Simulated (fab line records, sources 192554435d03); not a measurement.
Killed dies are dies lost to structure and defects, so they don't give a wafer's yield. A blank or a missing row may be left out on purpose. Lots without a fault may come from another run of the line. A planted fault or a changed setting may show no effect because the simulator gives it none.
Split-lot experiment | flow n5_finfet | 7 lots, 21 wafers read, on a route of 1938 steps

THE SPLIT
At N5_BEOL_M13_DEP_53 (deposits SiCN from 3MS/NH3, target thk 50 nm, time 17.8 s), the setting time_s was moved away from the recipe's 17.8 s on 7 of the 21 wafers read, by -13.3% to +11.1%. The other wafers ran this setting at the recipe's value.

The reading is taken at the split's own step.

THE READING
SiCN_of_BEOL_M13_DEP_53.thk_nm (the simulator's own value, which no gauge read), in nm, at N5_BEOL_M13_DEP_53 (deposits SiCN from 3MS/NH3, target thk 50 nm, time 17.8 s). The file gives no usual value for it. The 14 wafers here that ran the recipe average 49.9 nm, standard deviation 0.75 nm.

wafer  | tool, chamber at the split | time_s as run, s | against the recipe | SiCN_of_BEOL_M13_DEP_53.thk_nm, nm | against lot-mates on the recipe
L076.2 | pecvd-03, 1                | 16.51            | -7.2%              | 45.8                               | -5.1
L076.4 | pecvd-03, 0                | 17.8             | recipe             | 50.8                               | -
L076.6 | pecvd-03, 1                | 17.8             | recipe             | 51                                 | -
L081.2 | pecvd-03, 1                | 16.27            | -8.6%              | 45.8                               | -5.1
L081.3 | pecvd-03, 0                | 17.8             | recipe             | 50.6                               | -
L081.5 | pecvd-03, 2                | 17.8             | recipe             | 51.2                               | -
L083.2 | pecvd-01, 2                | 15.44            | -13.3%             | 43                                 | -7.2
L083.5 | pecvd-01, 0                | 15.44            | -13.3%             | 43.4                               | -6.8
L083.6 | pecvd-01, 2                | 17.8             | recipe             | 50.2                               | -
L084.1 | pecvd-04, 0                | 17.8             | recipe             | 49.8                               | -
L084.2 | pecvd-04, 2                | 17.8             | recipe             | 49.6                               | -
L084.5 | pecvd-04, 0                | 19.77            | +11.1%             | 55.8                               | +6.1
L087.1 | pecvd-01, 0                | 17.8             | recipe             | 49.6                               | -
L087.4 | pecvd-01, 2                | 19.24            | +8.1%              | 54.4                               | +4.8
L087.6 | pecvd-01, 1                | 19.24            | +8.1%              | 54.8                               | +5.2
L097.2 | pecvd-01, 0                | 17.8             | recipe             | 48.6                               | -
L097.4 | pecvd-01, 0                | 17.8             | recipe             | 49.4                               | -
L097.6 | pecvd-01, 2                | 17.8             | recipe             | 50.2                               | -
L096.1 | pecvd-01, 2                | 17.8             | recipe             | 49                                 | -
L096.5 | pecvd-01, 2,0              | 17.8             | recipe             | 49.4                               | -
L096.6 | pecvd-01, 2,0              | 17.8             | recipe             | 49.4                               | -
Where a row lists several chambers, the file gives one row for several wafers and doesn't say which wafer went through which chamber.

THE FIT
A straight line over all 21 wafers: SiCN_of_BEOL_M13_DEP_53.thk_nm changes by +0.527 nm for each +1% of time_s; r = +0.98; the points scatter about the line by 0.67 nm.
The same after taking each lot's own level away (the mean of its wafers on the recipe; 21 wafers): +0.568 nm for each +1%; r = +0.99; scatter 0.44 nm.
On that fit, the largest move of time_s shifts the reading by 7.5 nm.
The lots' own levels span 49.27 to 50.90 nm, that is 2.2 times the standard deviation above.
So the lot-to-lot level changes the slope little: the two slopes agree.
Check: with one of the wafers moved furthest among these (-13.3%) left out of the fit, the line predicts -7.61 nm for it against its lot-mates. It came out at -7.2 nm against them.

OTHER SPLITS ON THESE WAFERS
These wafers also went through other splits before the reading. Each is held against what the fit with the lots' levels taken away leaves over:
other split on the same wafers    | wafers away from the commonest value | r with SiCN_of_BEOL_M13_DEP_53.thk_nm (lot level and that fit taken away)
N5_BEOL_M12_ETCH_68 time_s        | 8                                    | +0.37
N5_BEOL_M12_TRENCH_ETCH_34 time_s | 7                                    | +0.33

THE FILE'S OWN FIT
SiCN_of_BEOL_M13_DEP_53.thk_nm changes by +0.574 nm for each +1% of time_s, r = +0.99.
